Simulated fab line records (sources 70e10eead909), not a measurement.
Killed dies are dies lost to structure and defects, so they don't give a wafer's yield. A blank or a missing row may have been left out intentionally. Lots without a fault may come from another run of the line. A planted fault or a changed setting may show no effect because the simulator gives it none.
A lot that was struck, set against a sound lot || flow nand_harc || 13 out of 1302 route steps
Sound: wafers L198.2, L198.3, L198.5. Wafers L212.1, L212.4, L212.5 were the ones struck. The cause is named last.
For every step that has rows: the tool of each side, followed by ch and its chambers, followed by its first start. Under that, the readings that differ: sound wafers || struck wafers || difference of the means || sigmas: that difference in standard deviations of wafers without a fault.
alike: readings with means less than 2 such deviations apart, plus words and numbers identical on both sides. not compared: withheld readings, readings lacking a value on some wafer, bounds such as >300 that could conceal the same value, and numbers that have no deviation in the record and whose values overlap.
A row with sigmas, a row that says differs or no value, or rows on one side alone: a step with any of these is where the two part. Numbers that have no deviation but don't overlap get no sigmas and don't part them. A reading that every wafer of one side lacks parts them only if that side has two wafers or more.

first, 1 step without rows for these wafers: NHARC_A_CONTACT_STRIP_27 (strips in post etch residue remover, time 600 s).
NHARC_A_CONTACT_ALD_18: deposits TiN, target thk 3 nm, pulse time 1 s, ald cycles 150.
  sound on ald_metal-04 ch 1,2,3, day 25 13:07; struck on ald_metal-03 ch 1,2,3, day 30 16:42
  alike: heater_power_w, precursor_pulse_height_rel
NHARC_A_CONTACT_CVD_19: deposits W, target thk 300 nm, time 802 s.
  sound: cvd_w-02 ch 0,1; struck: cvd_w-01 ch 0
  alike: chamber_pressure_Torr, heater_power_w, throttle_valve_pct
NHARC_A_CONTACT_CMP_20: polishes, t overpolish 30 s, target thk 300 nm.
  sound on cmp-02 ch 0,2,3, day 25 14:12; struck on cmp-01 ch 1,3, day 30 17:48
  alike: motor_current_A, overpolish_run_s, time_to_endpoint_s
after that, 1 step had no rows for these wafers: NHARC_A_CONTACT_SRD_22.
NHARC_A_CONTACT_INSPECT_23:
  sound: defect_inspect-01 at day 25 14:34; struck: defect_inspect-02 at day 30 18:12
  alike: raw_defect_count
then, 5 steps without rows for these wafers: NHARC_A_BLC_DEHYDRATE_00 (time 120 s); NHARC_A_BLC_HMDS_01 (time 30 s); NHARC_A_BLC_COAT_02 (time 75 s); NHARC_A_BLC_COAT_03 (time 65 s); NHARC_A_BLC_COAT_04 (resist thk 90 nm).
NHARC_A_BLC_SOFTBAKE_05: time 55 s.
  sound on litho_track-06 ch 0, day 25 14:00; struck on litho_track-04 ch 0, day 30 18:00
{"reading": "heater_power_total_W (W)", "sound": "188.35 188.68 188.40", "struck": "185.41 185.17 185.31", "difference": -3.18, "sigmas": -23}
  alike: plate_temp_C
after that, 1 step had no rows for these wafers: NHARC_A_BLC_EBR_06.

== WHERE THEY PART ==
NHARC_A_BLC_SOFTBAKE_05 only, going by this record.

WHY: what had been put in by the simulator
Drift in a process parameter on litho_track-04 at NHARC_A_BLC_SOFTBAKE_05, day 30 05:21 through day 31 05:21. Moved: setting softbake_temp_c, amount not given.
